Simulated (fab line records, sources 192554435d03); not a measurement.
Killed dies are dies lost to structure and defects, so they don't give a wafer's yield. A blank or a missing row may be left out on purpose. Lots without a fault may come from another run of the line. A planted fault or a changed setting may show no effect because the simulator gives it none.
A struck lot beside a sound one | flow n5_finfet | 40 steps out of a route of 1938
Sound: wafers L552.1, L552.4, L552.5. Struck: wafer L562.4. (L562.2, L562.3 of the same lot were not struck and are left out.) The cause comes at the end.
At each step with rows: each side's tool, then ch and its chambers, then its first start. Under that, the readings that differ: sound wafers | struck wafers | difference of the means | sigmas: that difference in standard deviations of wafers without a fault.
alike: readings whose means differ by less than 2 such deviations, and words and numbers that are the same on both sides. not compared: withheld readings, readings that some wafer has no value for, bounds like >300 that may hide the same value, and numbers for which the record gives no deviation and whose values overlap.
The two part at a step that has a row with sigmas, a row that says differs or no value, or rows on one side only. Numbers that don't overlap but have no deviation are shown without sigmas and don't part them. A reading that every wafer of one side lacks parts them only if that side has two wafers or more.

N5_BEOL_M5_PRE_CLEAN_45: time 30 s.
  sound on pvd_sputter-03, day 10 00:38; struck on pvd_sputter-01, day 12 17:25
  alike: heater_power_w
then, 4 steps without rows for these wafers: N5_BEOL_M5_ALD_86 (deposits TaN, pulse time 2 s, purge time 3 s, co reactant purge time 2 s); N5_BEOL_M5_SURFACE_TREAT_87; N5_BEOL_M5_CVD_47 (deposits Co from CCTBA/H2, target thk 3 nm, time 216 s); N5_BEOL_M5_SPUTTER_48 (material Cu, target thk 15 nm, time 27.62 s).
N5_BEOL_M5_ANNEAL_49: time 1800 s.
  sound on pvd_sputter-03, day 10 01:51; struck on pvd_sputter-03, day 12 18:30
  alike: heater_power_w
then, 5 steps without rows for these wafers: N5_BEOL_M5_SPUTTER_81 (material Cu, target thk 15 nm, time 27.62 s); N5_BEOL_M5_ANNEAL_82 (time 1800 s); N5_BEOL_M5_SPUTTER_83 (material Cu, target thk 15 nm, time 27.62 s); N5_BEOL_M5_ANNEAL_84 (time 1800 s); N5_BEOL_M5_SPUTTER_88 (material Cu, target thk 15 nm, time 27.62 s).
N5_BEOL_M5_ANNEAL_89: time 1800 s.
  sound on pvd_sputter-03, day 10 05:07; struck on pvd_sputter-03, day 12 21:46
  alike: heater_power_w
N5_BEOL_M5_SPUTTER_90: material Cu, target thk 4.5 nm, time 8.29 s.
  sound on pvd_sputter-03, day 10 06:07; struck on pvd_sputter-03, day 12 22:46
  alike: throttle_valve_pct
then, 7 steps without rows for these wafers: N5_BEOL_M5_ECD_50 (material Cu, target thk 300 nm); N5_BEOL_M5_ANNEAL_51 (time 90 s); N5_BEOL_M5_CMP_52 (polishes, stops on SiCOH lowk, t overpolish 6.9 s, target thk 62 nm); N5_BEOL_M5_PRE_CLEAN_77 (time 15 s); N5_BEOL_M5_CO_CAP_78 (material Co, precursor CCTBA/H2, target thk 2 nm, time 102.1 s); N5_BEOL_M5_PRE_CLEAN_55 (time 15 s); N5_BEOL_M5_DEP_56 (deposits SiCN from 3MS/NH3, target thk 8 nm, time 14 s).
N5_BEOL_M5_RS_MEAS_57: measures by four-point-probe.
  sound on film_metro-01, day 10 07:12; struck on film_metro-01, day 12 23:59
  alike: M5_RS
then, 2 steps without rows for these wafers: N5_BEOL_M6_ILD_DEP_00 (deposits SiCOH lowk from DEMS/porogen, target thk 179.75 nm, time 33.4 s); N5_BEOL_M6_CURE_74 (cures SiCOH lowk, time 240 s).
N5_BEOL_M6_THK_MEAS_01:
  sound on film_metro-01, day 10 09:18; struck on film_metro-01, day 13 00:37
  alike: M6_ILD_THK
then, 10 steps without rows for these wafers: N5_BEOL_M6_PECVD_70 (deposits SiO2 from TEOS/O2, target thk 20 nm, time 22.7 s); N5_BEOL_M6_HM_DEP_02 (deposits TiN, target thk 20 nm); N5_BEOL_M6_COAT_59 (time 60 s, resist thk 100 nm); N5_BEOL_M6_COAT_60 (time 60 s, resist thk 35 nm); N5_BEOL_M6_COAT_05 (resist thk 90 nm); N5_BEOL_M6_EBR_07; N5_BEOL_M6_SOFTBAKE_06 (time 60 s); N5_BEOL_M6_EXPOSE_08 (exposes mask M6); N5_BEOL_M6_PEB_09 (peb time 60 s); N5_BEOL_M6_DEVELOP_10 (develop time 30 s).
N5_BEOL_M6_CD_MEAS_11: target cd 38.5 nm.
  sound on cd_sem-03 ch 0, day 10 10:06; struck on cd_sem-03 ch 0, day 13 05:25
  alike: cd_nm
N5_BEOL_M6_OVL_MEAS_12:
  sound on overlay-01 ch 0, day 10 10:08; struck on overlay-02 ch 0, day 13 05:26
  alike: M6_OVL
then, 1 step without rows for these wafers: N5_BEOL_M6_DESCUM_16 (chemistry O2, time 7.9 s).
N5_BEOL_M6_ETCH_61: etches SiARC in CF4, target depth 45.5 nm, time 75.8 s.
  sound on rie_diel-04 ch 0,2,3, day 10 11:05; struck on rie_diel-02 ch 2, day 13 05:32
  alike: drypump_motor_current_A, etch_rf_on_time_s, oes_product_au, rf_vpp_V, showerhead_plenum_p_Torr, throttle_valve_pct
  not compared: rf_hours_counter_h
N5_BEOL_M6_ETCH_62: etches SOC in N2/H2, target depth 110 nm, overetch 22 nm, time 165 s.
  sound on rie_diel-04 ch 0,2,3, day 10 11:09; struck on rie_diel-02 ch 2, day 13 05:35
  alike: drypump_motor_current_A, h2_flow_sccm, oes_product_au, rf_vpp_V, showerhead_plenum_p_Torr, throttle_valve_pct
  not compared: rf_hours_counter_h
-- the record jumps here: 4 days lie between the struck wafers' starts before and after (it left off in module BEOL_M6 and takes up again in module PASSIVATION, whose first step shown is number 1936 of the route) --
N5_PASSIVATION_PROBE_49:
  the record has rows for the struck wafers here (prober-02, day 17 06:55) and none for the sound ones

WHERE THEY PART
Only at N5_PASSIVATION_PROBE_49, within this record.

WHY: what the simulator had put in
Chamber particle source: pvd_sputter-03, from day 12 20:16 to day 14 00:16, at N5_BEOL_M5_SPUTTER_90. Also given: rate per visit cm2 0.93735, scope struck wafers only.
